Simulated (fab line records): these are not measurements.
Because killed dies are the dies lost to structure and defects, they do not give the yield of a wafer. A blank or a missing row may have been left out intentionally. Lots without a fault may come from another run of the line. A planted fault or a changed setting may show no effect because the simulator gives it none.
Which tool did it? -- flow nand-harc -- 13 lots with 38 wafers sampled at 5 steps, on a route of 1302 steps

## WHAT THE GAUGES SHOWED, per wafer
NHARC_A_SLIT_CD_MEAS_21. Usual: 289.7 nm for cd-nm, sd 0.92.
lot,measured,on,cd-nm (nm),flag
L178,day 19 22:29,cd-sem-02,291.3 289.7 289.6,
L179,day 20 09:31,cd-sem-03,288.7 287.9 289.6,
L182,day 21 11:59,cd-sem-01,289.9 290.6 290.5,
L184,day 23 10:14,cd-sem-01,288.4 289.2 290.2,
L186,day 23 18:28,cd-sem-01,288.2 287.8 288.4,
L187,day 23 18:34,cd-sem-03,290.2 289.2 289.7,
L189,day 24 08:37,cd-sem-01,288.1 288.8,
L195,day 27 00:47,cd-sem-02,289.1 289.7 289.8,
L196,day 27 04:37,cd-sem-02,288.6 287.8 287.1,
L197,day 27 16:18,cd-sem-03,290.5 290.5 289.4,
L199,day 28 08:26,cd-sem-02,290.4 289.5 289.7,
L200,day 29 03:43,cd-sem-01,289.7 290.0 288.8,
L201,day 29 05:01,cd-sem-03,289.9 290.7 289.6,

NHARC_A_SIN_REMOVE_INSPECT_04. Usual: 364 for raw-defect-count, sd 75.
lot,measured,on,raw-defect-count,flag
L178,day 20 05:07,defect-inspect-01,271 479 222,
L179,day 20 16:06,defect-inspect-02,398 400 557,
L182,day 21 18:35,defect-inspect-02,389 358 386,
L184,day 23 16:52,defect-inspect-01,326 337 357,
L186,day 24 01:08,defect-inspect-02,491 376 395,
L187,day 24 01:08,defect-inspect-01,324 387 403,
L189,day 24 15:14,defect-inspect-02,440 382,
L195,day 27 07:20,defect-inspect-01,376 238 288,
L196,day 27 11:08,defect-inspect-01,326 409 515,
L197,day 27 22:53,defect-inspect-01,240 226 301,
L199,day 28 14:41,defect-inspect-01,309 396 313,
L200,day 29 10:21,defect-inspect-01,303 332 340,
L201,day 29 10:22,defect-inspect-02,477 297 301,

NHARC_END_SORT_01. Usual: killed-at-array 55, standard deviation 12; killed-at-other 1.0, standard deviation 1.2; killed-at-periphery 3.9, standard deviation 2.6; killed-dies 60, standard deviation 12; killed-open 3.3, standard deviation 1.9; killed-short 2.5, standard deviation 1.8.
lot,measured,on,killed-at-array,killed-at-other,killed-at-periphery,killed-dies,killed-open,killed-short,flag
L182,day 25 16:46,prober-01,81 83 85,2 1 2,4 4 3,87 88 90,2 8 2,2 2 3,
L196,day 31 09:13,prober-02,47 55 47,0 0 0,4 6 4,51 61 51,2 2 2,1 3 4,

## WHICH TOOL RAN EACH LOT (tool, then ch and the chambers of the sampled wafers, then the start)
lot,NHARC_A_SLIT_ETCH_24,NHARC_A_WL_FILL_ALD_00
L178,"rie-diel-09 ch 0,3, day 19 14:54","ald-hk-01 ch 0,2,3, day 20 05:13"
L179,"rie-diel-12 ch 0,3, day 20 03:22","ald-hk-01 ch 0,1, day 20 16:10"
L182,"rie-diel-12 ch 0,3, day 21 05:41","ald-hk-01 ch 0,2,3, day 21 18:46"
L184,"rie-diel-12 ch 1,2,3, day 23 04:03","ald-hk-01 ch 0,2,3, day 23 18:20"
L186,"rie-diel-09 ch 1,2, day 23 12:13","ald-hk-03 ch 0,1,2, day 24 01:11"
L187,"rie-diel-12 ch 0,1, day 23 12:22","ald-hk-01 ch 0,3, day 24 01:12"
L189,"rie-diel-12 ch 0,1, day 24 01:52","ald-hk-01 ch 1,3, day 24 15:20"
L195,"rie-diel-04 ch 0,2,3, day 26 18:31","ald-hk-02 ch 0,1,2, day 27 07:30"
L196,"rie-diel-09 ch 0,2,3, day 26 21:19","ald-hk-01 ch 1,2, day 27 11:13"
L197,"rie-diel-04 ch 0,2, day 27 09:58","ald-hk-01 ch 0,2,3, day 27 22:58"
L199,"rie-diel-09 ch 1,2,3, day 28 01:49","ald-hk-03 ch 0,2, day 28 14:44"
L200,"rie-diel-09 ch 1,3, day 28 21:17","ald-hk-03 ch 0,1,2, day 29 10:28"
L201,"rie-diel-04 ch 1,2,3, day 28 22:49","ald-hk-01 ch 1,2,3, day 29 10:27"
- NHARC_A_SLIT_ETCH_24: etches the open film in CF4/CHF3, target depth 121 nm, time 60.5 s.
- NHARC_A_WL_FILL_ALD_00: deposits Al2O3, target thk 3 nm, pulse time 3 s, ald cycles 30.

## WHAT THE TOOLS THEMSELVES READ (means of the sampled wafers that have a number; where no wafer has one, the mark that the record gives instead)
NHARC_A_SLIT_ETCH_24. Usual: drypump-motor-current-A 5.7 A, standard deviation 0.65; oes-product-au 0.963 a.u., standard deviation 0.022; rf-vpp-V 369.5 V, standard deviation 1.9; showerhead-plenum-p-Torr 1.54 Torr, standard deviation 0.052; throttle-valve-pct 16.802 %, standard deviation 0.0092.
lot,tool,drypump-motor-current-A (A),oes-product-au (a.u.),rf-vpp-V (V),showerhead-plenum-p-Torr (Torr),throttle-valve-pct (%),flag
L178,rie-diel-09,5.0,0.975,368.9,1.50,16.793,
L179,rie-diel-12,6.1,0.976,369.9,1.53,16.804,
L182,rie-diel-12,6.4,0.988,370.1,1.57,16.798,
L184,rie-diel-12,5.7,0.930,368.0,1.49,16.804,
L186,rie-diel-09,5.7,0.979,370.4,1.58,16.809,
L187,rie-diel-12,5.3,0.972,367.7,1.52,16.801,
L189,rie-diel-12,5.7,0.920,369.7,1.54,16.812,
L195,rie-diel-04,6.1,0.958,370.5,1.58,16.798,
L196,rie-diel-09,5.5,0.965,369.3,1.54,16.805,
L197,rie-diel-04,5.8,0.977,371.3,1.61,16.811,
L199,rie-diel-09,5.6,1.013,371.0,1.57,16.807,
L200,rie-diel-09,5.3,0.975,369.6,1.56,16.793,
L201,rie-diel-04,6.0,0.946,368.6,1.55,16.794,

NHARC_A_WL_FILL_ALD_00. Usual: heater-power-w 488 W, standard deviation 39; precursor-pulse-height-rel 0.999, standard deviation 0.019.
lot,tool,heater-power-w (W),precursor-pulse-height-rel,flag
L178,ald-hk-01,499,1.001,
L179,ald-hk-01,458,0.997,
L182,ald-hk-01,492,1.012,
L184,ald-hk-01,491,0.991,
L186,ald-hk-03,494,1.001,
L187,ald-hk-01,463,0.978,
L189,ald-hk-01,462,0.974,
L195,ald-hk-02,446,1.015,
L196,ald-hk-01,473,1.005,
L197,ald-hk-01,492,0.989,
L199,ald-hk-03,542,1.008,
L200,ald-hk-03,512,0.996,
L201,ald-hk-01,484,1.004,

## THE ANSWER, worked out from the rows above alone
Rule: a lot is off if the mean of its wafers that have a number lies more than 3 standard deviations from the usual mean. A lot without any number at a reading at which 4 lots or more have one is off too. Where the step has rows for the other lots, those lots are counted as sound. After the gauges, taken in route order, come the tools' own readings; for these a lot's mean is taken, as printed above. At the first step where some lot is off, the reading lying furthest off is the one used; lots without a number count as furthest.
No lot is off at any reading shown: from this, nothing can be told.

## WHAT THE SIMULATOR PUT IN
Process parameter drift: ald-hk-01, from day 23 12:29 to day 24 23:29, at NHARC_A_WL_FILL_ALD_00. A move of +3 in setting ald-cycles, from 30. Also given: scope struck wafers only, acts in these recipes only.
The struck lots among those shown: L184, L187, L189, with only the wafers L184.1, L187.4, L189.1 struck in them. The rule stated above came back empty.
